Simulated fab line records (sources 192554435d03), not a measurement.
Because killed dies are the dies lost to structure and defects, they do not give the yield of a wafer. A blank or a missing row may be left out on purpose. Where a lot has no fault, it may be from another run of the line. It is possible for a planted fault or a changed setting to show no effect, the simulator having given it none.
Problem report, 8D (eight disciplines) form, completed by code -- flow n5Finfet -- the parts of the form that need people (team, actions taken, sign-off) are left out

1. THE PROBLEM
Across 4 wafers from 2 lots, M8_ILD_THK at N5_BEOL_M8_THK_MEAS_01 averages 99.5 nm, while fault-free wafers read 154.9 nm with a standard deviation of 1.9. Relative to the usual mean, that is a shift of -29 standard deviations.
Earliest sighting: wafer L919.2 on filmMetro-01 at day 11 19:32. The record holds 27 wafers of 9 lots with a number at this step. Rule for "out" (also "out of limits"): further than 4 standard deviations from the usual mean. All remaining wafers that have a number are taken as sound.

2. WHAT IT IS AND WHAT IT IS NOT
question,is,is not
which readings at this step,M8_ILD_THK,-
which lots,"L919, L921","L913, L914, L917, L920, L924, L927, L931"
which wafers of those lots,"L919.2, L919.5, L921.2, L921.3","L919.4, L921.1"
read on which gauges,filmMetro-01,filmMetro-02
when,from day 11 19:32,"up to then (10 sound wafers); but 13 sound wafers of L920, L921, L924, L927, L931 came after"

3. THE SUSPECTS, EACH WITH WHAT RULES IT OUT
Counting: a tool at a process step up to the reading stays a suspect if it ran every lot that is out. Sound lots after the first of them don't rule it out here, since some wafers of a struck lot are sound.
- the gauge at N5_BEOL_M8_THK_MEAS_01 is ruled out. All the wafers that are out were read on filmMetro-01, but those of them that N5_PASSIVATION_PROBE_49 has rows for are out there too, on other tools.
- pvdSputter-03 at N5_BEOL_M7_SPUTTER_48 (material Cu, target thk 10 nm, time 1.667 s): kept. It ran every lot that is out, first L919 (day 11 17:52).
- pecvd-01 at N5_BEOL_M8_ILD_DEP_00 (deposits SiCOH lowk from DEMS/porogen, target thk 179.75 nm, time 33.4 s): kept. Ran every lot that is out, first one L919 (day 11 18:57); last sound lot up to then L917 (day 11 14:32).
The count leaves pecvd-01 at N5_BEOL_M8_ILD_DEP_00 and pvdSputter-03 at N5_BEOL_M7_SPUTTER_48.

4. THE CAUSE (what the simulator had put in)
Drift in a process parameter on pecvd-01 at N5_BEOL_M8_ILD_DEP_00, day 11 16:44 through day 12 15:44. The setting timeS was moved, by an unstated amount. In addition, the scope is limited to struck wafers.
This tool is one of the 2 suspects left after counting.

5. THE CHAIN OF EFFECTS, in route order
Each row: a reading whose mean over the struck wafers that have a number lies more than 3 standard deviations from the usual. Only readings whose record carries a usual standard deviation are examined. hours: median over the lots of the time between each lot's start at the first step of this table that gives one and its start at this step. sigmas: the change, counted in usual standard deviations.
hours,step,reading,usual,on struck wafers,change,sigmas
0,N5_BEOL_M8_THK_MEAS_01,M8_ILD_THK,154.9 nm,99.5,-55.4,-29
83,N5_PASSIVATION_PROBE_49,defectLimitedYield,91.3 %,85.8,-5.5,-3.9
83,N5_PASSIVATION_PROBE_49,killed_at_M4_up,14,74,+60,+11
83,N5_PASSIVATION_PROBE_49,killedDies,103,167,+64,+3.8
83,N5_PASSIVATION_PROBE_49,sortNPass,1077,1013,-64,-3.8
83,N5_PASSIVATION_PROBE_49,sortYieldPct,91.3 %,85.8,-5.5,-3.9
Its process steps:
- N5_PASSIVATION_PROBE_49

6. WHAT WOULD HAVE CAUGHT IT SOONER
3 hours passed between the start of the fault at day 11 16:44 and the first reading out of limits at a measuring or inspecting step in this record, taken at day 11 19:32.
Tool readings at N5_BEOL_M8_ILD_DEP_00 with a usual standard deviation given in the record: none out on any struck wafer, hence no alarm at a limit of 4 standard deviations on them.
Of the lots that are out (2), L921 began N5_BEOL_M8_ILD_DEP_00 on pecvd-01 after day 11 19:32. A tool hold placed at that time would have kept it from harm.
